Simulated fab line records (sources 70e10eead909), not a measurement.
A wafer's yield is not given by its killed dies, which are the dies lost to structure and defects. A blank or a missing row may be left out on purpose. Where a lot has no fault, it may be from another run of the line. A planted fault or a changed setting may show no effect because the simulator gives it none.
Chamber matching | flow nand harc | NHARC_A_CONTACT_CMP_20 on cmp-04: 4 sister chambers
The step polishes, t overpolish 30 s, target thk 300 nm. 16 wafers are shown with their chamber, then 8 later ones without.

## WAFERS, EACH WITH ITS CHAMBER
wafer  | chamber | motor current A (A) | overpolish run s (s) | time to endpoint s (s)
L076.1 | 0       | 12.4                | 29.987               | 59
L076.2 | 1       | 11.6                | 30.010               | 61
L076.4 | 3       | 11.9                | 30.007               | 59
L078.2 | 2       | 10.3                | 29.979               | 57
L078.4 | 1       | 12.8                | 29.992               | 55
L078.6 | 2       | 10.9                | 29.992               | 58
L079.1 | 3       | 12.2                | 30.007               | 60
L079.2 | 2       | 10.7                | 30.003               | 60
L079.4 | 0       | 13.1                | 29.998               | 57
L082.1 | 0       | 13.0                | 29.998               | 54
L082.2 | 1       | 12.2                | 30.006               | 55
L082.3 | 3       | 11.5                | 30.013               | 57
L080.1 | 1       | 13.2                | 30.007               | 61
L080.2 | 0       | 13.1                | 29.984               | 56
L080.4 | 3       | 11.8                | 29.986               | 60
L086.2 | 1       | 12.6                | 30.010               | 57

SIGNATURES (averages over the wafers above)
reading            | chamber 0 | chamber 1 | chamber 2 | chamber 3 | scatter within a chamber
motor current A    | 12.900    | 12.480    | 10.633    | 11.850    | 0.434
overpolish run s   | 29.99175  | 30.00500  | 29.99133  | 30.00325  | 0.00955
time to endpoint s | 56.50     | 57.80     | 58.33     | 59.00     | 2.24
Rule: a wafer lies at a distance from a chamber equal to the root of the sum of squares, over the readings, of (its reading less the chamber's mean, divided by the reading's scatter). If the next closest chamber is less than 2 further off than the closest, the wafer can't be placed; otherwise it belongs to the closest. The scatter: the root of (the sum of the squares of (reading less its chamber's mean) over the shown wafers, divided by (wafers less chambers)).

## WAFERS MISSING THEIR CHAMBER
wafer  | motor current A (A) | overpolish run s (s) | time to endpoint s (s)
L086.3 | 10.9                | 30.011               | 56
L086.5 | 12.3                | 30.003               | 57
L095.1 | 12.5                | 30.008               | 59
L095.2 | 10.5                | 29.989               | 57
L095.5 | 11.9                | 29.996               | 59
L096.1 | 12.7                | 30.010               | 58
L096.2 | 10.3                | 29.998               | 59
L096.3 | 11.7                | 29.993               | 60

## WHICH CHAMBER EACH WENT THROUGH
wafer  | from the rows above               | in truth
L086.3 | can't be placed: 2 or 3 or 1      | 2
L086.5 | can't be placed: 1 or 3 or 0      | 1
L095.1 | can't be placed: 1 or 3 or 0      | 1
L095.2 | 2                                 | 2
L095.5 | can't be placed: 3 or 1 or 0      | 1
L096.1 | can't be placed: 1 or 0 or 3      | 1
L096.2 | 2                                 | 2
L096.3 | can't be placed: 3 or 1 or 2 or 0 | 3
2 of 8 placed correctly. Can't be placed from these rows: 6 (the true chamber is among the candidates in 6). Wrongly placed: 0.
